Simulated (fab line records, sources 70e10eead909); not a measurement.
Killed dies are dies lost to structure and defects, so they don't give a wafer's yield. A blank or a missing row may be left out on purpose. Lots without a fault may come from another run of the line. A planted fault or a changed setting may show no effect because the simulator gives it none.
Tool commonality check | flow nand_harc | 3 lots, 9 wafers sampled

WHY IT WAS OPENED
At NHARC_END_SORT_01 the reading sort_bin_3_pct is flagged on 2 of 3 lots. Wafers without a fault read 0.22 %, standard deviation 0.2.
Rule: a lot is flagged when every wafer of it that has a number lies more than 4 standard deviations from that mean, or none has a number. The other lots count as sound.

lot  | measured     | on        | sort_bin_3_pct (%), wafer by wafer | flag
L179 | day 21 05:53 | prober-02 | 4.58 1.62 3.69                     | FLAGGED
L178 | day 21 06:42 | prober-01 | 1.62 3.99 5.17                     | FLAGGED
L180 | day 21 15:23 | prober-02 | 0 0.15 0                           |
The numbers of the flagged lots are 3.45 % on average: +3.23 % against the usual, or +16 standard deviations.

WHICH TOOL RAN EACH LOT
The record holds 4 process steps before the reading, out of a route of 1159 steps. In each cell: the tool, then ch and the chambers that the sampled wafers went through, then the start.
lot  | flag    | NHARC_A_BONDPAD_ETCH_24            | NHARC_THIN_TSV_ETCH_15           | NHARC_THIN_TSV_STRIP_45              | NHARC_THIN_TSV_PRE_CLEAN_50
L179 | FLAGGED | rie_diel-03 ch 0,1,3, day 20 00:03 | rie_si-01 ch 1,3, day 20 16:34   | plasma_asher-02 ch 0,1, day 20 16:47 | pvd_sputter-02, day 21 05:53 or earlier
L178 | FLAGGED | rie_diel-03 ch 1,2,3, day 19 23:37 | rie_si-06 ch 1,2, day 20 14:56   | plasma_asher-02 ch 0, day 20 15:11   | pvd_sputter-02, day 21 06:42 or earlier
L180 |         | rie_diel-11 ch 1,2,3, day 20 06:52 | rie_si-03 ch 0,2,3, day 21 03:50 | plasma_asher-02 ch 0,1, day 21 04:02 | pvd_sputter-01, day 21 15:23 or earlier
What these steps do:
- NHARC_A_BONDPAD_ETCH_24: etches the open film in CF4/N2, target depth 30 nm, time 72.99 s.
- NHARC_THIN_TSV_ETCH_15: target depth 3000 nm, bosch target overetch cycles 2, bosch etch step 2.8 s.
- NHARC_THIN_TSV_STRIP_45: strips in O2.
- NHARC_THIN_TSV_PRE_CLEAN_50: time 30 s.
- NHARC_END_SORT_01

FLAGGED OVER TOTAL, TOOL BY TOOL (the gauges that took the reading come last)
step                        | tool            | lots run | flagged | share of the flagged lots | sound lots run after its first flagged lot
NHARC_A_BONDPAD_ETCH_24     | rie_diel-03     | 2        | 2       | all                       | 0
NHARC_A_BONDPAD_ETCH_24     | rie_diel-11     | 1        | 0       | none                      | -
NHARC_THIN_TSV_ETCH_15      | rie_si-01       | 1        | 1       | some                      | 0
NHARC_THIN_TSV_ETCH_15      | rie_si-03       | 1        | 0       | none                      | -
NHARC_THIN_TSV_ETCH_15      | rie_si-06       | 1        | 1       | some                      | 0
NHARC_THIN_TSV_STRIP_45     | plasma_asher-02 | 3        | 2       | all                       | 1 (L180)
NHARC_THIN_TSV_PRE_CLEAN_50 | pvd_sputter-01  | 1        | 0       | none                      | -
NHARC_THIN_TSV_PRE_CLEAN_50 | pvd_sputter-02  | 2        | 2       | all                       | 0
NHARC_END_SORT_01           | prober-01       | 1        | 1       | some                      | 0
NHARC_END_SORT_01           | prober-02       | 2        | 1       | some                      | 1 (L180)
NHARC_THIN_TSV_PRE_CLEAN_50 gives no start for some lots, so the hours and the order of its lots are those of NHARC_END_SORT_01.

WHAT THE TABLE ALLOWS
3 rows of the table ran every flagged lot: rie_diel-03 at NHARC_A_BONDPAD_ETCH_24, plasma_asher-02 at NHARC_THIN_TSV_STRIP_45, pvd_sputter-02 at NHARC_THIN_TSV_PRE_CLEAN_50.
- rie_diel-03 at NHARC_A_BONDPAD_ETCH_24: 2 of its 2 lots flagged. It ran no sound lot before its first flagged lot in this sample, so the start can't be narrowed down.
- plasma_asher-02 at NHARC_THIN_TSV_STRIP_45: 2 of its 3 lots flagged. Sound lots ran on it after the first flagged one (L180), which a lasting fault on the whole tool wouldn't allow.
- pvd_sputter-02 at NHARC_THIN_TSV_PRE_CLEAN_50: 2 of its 2 lots flagged. It ran no sound lot before its first flagged lot in this sample, so the start can't be narrowed down.
Counting lots can't tell these 2 tools apart, because each fits a fault that began at some hour. More lots, or a look at what each step does to the wafer, might.

WHAT THE SIMULATOR HAD PUT IN
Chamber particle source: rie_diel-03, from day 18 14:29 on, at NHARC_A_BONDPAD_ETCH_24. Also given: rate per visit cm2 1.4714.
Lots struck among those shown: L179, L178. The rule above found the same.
